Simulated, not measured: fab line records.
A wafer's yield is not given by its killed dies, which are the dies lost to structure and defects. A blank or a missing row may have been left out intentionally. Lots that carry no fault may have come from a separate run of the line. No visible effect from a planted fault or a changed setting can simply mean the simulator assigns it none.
A single fault, viewed from 3 desks || flow nand-harc || what lay behind the numbers comes last; until then each desk has only its own

THE METROLOGY DESK
Means of the sampled wafers that have a number, per lot and without regard to the tool the lot ran on: this is what the gauges read. The brackets show how far a lot's mean lies from the usual mean; more than 4 standard deviations puts the lot out of limits, marked OUT.
Columns: A = cd-nm at NHARC_P_M2_CD_MEAS_09, usual 169.7 nm
{"lot": "L957", "first seen here": "day 6 23:02", "A": 169.4}
{"lot": "L956", "first seen here": "day 7 00:02", "A": 170.0}
{"lot": "L959", "first seen here": "day 8 00:34", "A": 170.5}
{"lot": "L964", "first seen here": "day 10 03:43", "A": 170.4}
{"lot": "L963", "first seen here": "day 10 04:11", "A": "164.1 (-8.7) OUT"}
{"lot": "L966", "first seen here": "day 11 03:41", "A": "164.9 (-7.6) OUT"}
{"lot": "L967", "first seen here": "day 11 09:18", "A": 170.1}
{"lot": "L972", "first seen here": "day 13 18:00", "A": 169.4}
{"lot": "L973", "first seen here": "day 13 21:56", "A": 169.8}
{"lot": "L974", "first seen here": "day 14 11:18", "A": 169.7}
{"lot": "L975", "first seen here": "day 14 16:19", "A": 168.3}
{"lot": "L977", "first seen here": "day 15 12:46", "A": 169.9}
This desk's verdict: out of limits on L963, L966, starting with L963 at day 10 04:11 (cd-nm at NHARC_P_M2_CD_MEAS_09). In limits: L957, L956, L959, L964, L967, L972, L973, L974, L975, L977.

THE DEFECT DESK
Inspection counts along the route, by lot: the mean over sampled wafers that carry a number. The brackets show how far a lot's mean lies from the usual mean; more than 4 standard deviations puts the lot out of limits, marked OUT.
Columns: A = raw-defect-count at NHARC_P_M2_INSPECT_11, usual 4.3
{"lot": "L957", "first seen here": "day 6 23:10", "A": 4.0}
{"lot": "L956", "first seen here": "day 7 00:09", "A": 3.3}
{"lot": "L959", "first seen here": "day 8 00:41", "A": 4.3}
{"lot": "L964", "first seen here": "day 10 03:50", "A": 5.3}
{"lot": "L963", "first seen here": "day 10 04:19", "A": 3.0}
{"lot": "L966", "first seen here": "day 11 03:49", "A": 5.0}
{"lot": "L967", "first seen here": "day 11 09:26", "A": 3.7}
{"lot": "L972", "first seen here": "day 13 18:07", "A": 7.7}
{"lot": "L973", "first seen here": "day 13 22:04", "A": 5.3}
{"lot": "L974", "first seen here": "day 14 11:26", "A": 3.7}
{"lot": "L975", "first seen here": "day 14 16:26", "A": 4.3}
{"lot": "L977", "first seen here": "day 15 12:53", "A": 2.3}
This desk found nothing out of limits on any of the 12 lots.

FOR THE TOOL OWNER'S DESK: litho-track-04
The tool's own readings at NHARC_P_M2_PEB_07 (peb time 65 s): means of the sampled wafers that have a number, for each lot that ran on this tool. The brackets show how far a lot's mean lies from the usual mean; more than 4 standard deviations puts the lot out of limits, marked OUT.
Columns: A = heater-power-total-W at NHARC_P_M2_PEB_07, usual 156.7 W
{"lot": "L957", "first seen here": "day 6 22:57", "A": 156.7}
{"lot": "L959", "first seen here": "day 8 00:29", "A": 157.0}
{"lot": "L964", "first seen here": "day 10 03:38", "A": 156.8}
{"lot": "L963", "first seen here": "day 10 04:06", "A": "170.2 (+35) OUT"}
{"lot": "L966", "first seen here": "day 11 03:37", "A": "170.0 (+34) OUT"}
{"lot": "L973", "first seen here": "day 13 21:51", "A": 156.9}
This desk's verdict: out of limits on L963, L966, starting with L963 at day 10 04:06 (heater-power-total-W at NHARC_P_M2_PEB_07). In limits: L957, L959, L964, L973.

PUT TOGETHER
The tool owner's desk had the chance to raise an alarm at day 10 04:06 on L963, L966.
At day 10 04:11 the metrology desk could have sounded an alarm, on L963, L966.
Nothing out of limits was seen by the defect desk.
The defect desk has L963, L966 on record, within its limits.
NHARC_P_M2_PEB_07 was run on litho-track-04 by each of the lots named.

WHAT WAS PUT IN BY THE SIMULATOR
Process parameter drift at NHARC_P_M2_PEB_07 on litho-track-04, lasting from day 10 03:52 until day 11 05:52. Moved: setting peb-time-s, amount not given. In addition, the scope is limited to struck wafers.
Shown lots that were struck: L963, L966.
Hours from the fault's start to each desk's first reading out of limits: the tool owner's desk, 0; the metrology desk, 0.
